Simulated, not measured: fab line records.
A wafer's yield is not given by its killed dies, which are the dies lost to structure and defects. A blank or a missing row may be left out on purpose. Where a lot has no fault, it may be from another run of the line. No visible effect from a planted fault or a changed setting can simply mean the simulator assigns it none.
Chamber matching | flow n5 finfet | ald sin-03 running N5_FIN_SAQP_SPACER2_ALD_28: 4 sister chambers
The step deposits SiO2, target thk 8.1 nm, pulse time 1 s, purge time 2 s. 4 wafers are shown with their chamber, then 10 later ones without.

WAFERS PAIRED WITH THEIR CHAMBERS
wafer  | chamber | heater power w (W)
L083.2 | 3       | 500
L083.4 | 1       | 505
L084.1 | 2       | 483
L084.2 | 0       | 424

WAFERS WITHOUT THEIR CHAMBER
wafer  | heater power w (W)
L084.6 | 477
L085.1 | 483
L085.5 | 428
L085.6 | 520
L087.1 | 428
L087.5 | 531
L087.6 | 433
L096.1 | 513
L096.4 | 427
L096.6 | 522

CHAMBER TAKEN BY EACH
wafer  | from the rows above          | in truth
L084.6 | can't be placed: 2 or 3 or 1 | 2
L085.1 | can't be placed: 2 or 3 or 1 | 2
L085.5 | 0                            | 0
L085.6 | can't be placed: 1 or 3 or 2 | 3
L087.1 | 0                            | 0
L087.5 | can't be placed: 1 or 3 or 2 | 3
L087.6 | 0                            | 0
L096.1 | can't be placed: 1 or 3 or 2 | 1
L096.4 | 0                            | 0
L096.6 | can't be placed: 1 or 3 or 2 | 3
4 of 10 placed correctly. Not placeable from these rows: 6 (in 6, the candidates include the true chamber). Number placed wrongly: 0.
How it was worked out, from the rows above alone: a wafer's distance from a chamber is the root of the sum, over the readings, of the square of ((its reading less the chamber's mean) divided by the reading's scatter). The wafer belongs to the nearest chamber; if the next one is less than 2 further off, it can't be placed. For every chamber, the mean is computed from those of its wafers that are shown. The scatter: root of mean squared gap, hidden wafer to nearest shown wafer, with one shown wafer a chamber.
